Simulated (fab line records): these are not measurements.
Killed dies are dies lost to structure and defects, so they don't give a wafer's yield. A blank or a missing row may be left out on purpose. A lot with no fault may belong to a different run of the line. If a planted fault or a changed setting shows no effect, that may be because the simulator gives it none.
Chamber matching / flow nandHarc / NHARC_P_M2_ETCH_35 on rieDiel-02: 4 sister chambers
The step etches the open film in N2/H2, target depth 40 nm, overetch 12 nm, time 43.94 s. 8 wafers are shown with their chamber, then 8 later ones without.

## EACH WAFER AND ITS CHAMBER
wafer=L075.1; chamber=3; showerheadPlenumPTorr (Torr)=1.90; rfVppV (V)=426.5
wafer=L080.1; chamber=0; showerheadPlenumPTorr (Torr)=1.94; rfVppV (V)=428.5
wafer=L080.3; chamber=1; showerheadPlenumPTorr (Torr)=1.92; rfVppV (V)=426.8
wafer=L080.6; chamber=2; showerheadPlenumPTorr (Torr)=2.14; rfVppV (V)=434.4
wafer=L083.1; chamber=1; showerheadPlenumPTorr (Torr)=1.92; rfVppV (V)=427.3
wafer=L083.3; chamber=3; showerheadPlenumPTorr (Torr)=1.89; rfVppV (V)=425.9
wafer=L083.4; chamber=0; showerheadPlenumPTorr (Torr)=1.94; rfVppV (V)=427.4
wafer=L090.2; chamber=2; showerheadPlenumPTorr (Torr)=2.13; rfVppV (V)=433.8

## WAFERS WITHOUT THEIR CHAMBER
wafer=L090.3; showerheadPlenumPTorr (Torr)=1.94; rfVppV (V)=428.3
wafer=L090.4; showerheadPlenumPTorr (Torr)=1.92; rfVppV (V)=427.4
wafer=L094.2; showerheadPlenumPTorr (Torr)=1.89; rfVppV (V)=425.1
wafer=L094.4; showerheadPlenumPTorr (Torr)=1.92; rfVppV (V)=425.5
wafer=L094.6; showerheadPlenumPTorr (Torr)=1.89; rfVppV (V)=427.0
wafer=L097.2; showerheadPlenumPTorr (Torr)=1.92; rfVppV (V)=427.0
wafer=L097.4; showerheadPlenumPTorr (Torr)=2.13; rfVppV (V)=434.4
wafer=L097.6; showerheadPlenumPTorr (Torr)=2.13; rfVppV (V)=433.5

## WHICH CHAMBER EACH WENT THROUGH
wafer=L090.3; from the rows above=0; in truth=0
wafer=L090.4; from the rows above=1; in truth=1
wafer=L094.2; from the rows above=3; in truth=3
wafer=L094.4; from the rows above=1; in truth=1
wafer=L094.6; from the rows above=3; in truth=3
wafer=L097.2; from the rows above=1; in truth=1
wafer=L097.4; from the rows above=2; in truth=2
wafer=L097.6; from the rows above=2; in truth=2
Correct placement for 8 of the 8. Left unplaced by these rows: 0. 0 placed wrongly.
How it was worked out, from the rows above alone: a wafer's distance from a chamber is the root of the sum, over the readings, of the square of ((its reading less the chamber's mean) divided by the reading's scatter). If the next closest chamber is less than 2 further off than the closest, the wafer can't be placed; otherwise it belongs to the closest. For every chamber, the mean is computed from those of its wafers that are shown. How the scatter is found: for the shown wafers, subtract from each reading the mean of its chamber, square and add these, divide the total by (wafers less chambers), then take the root.
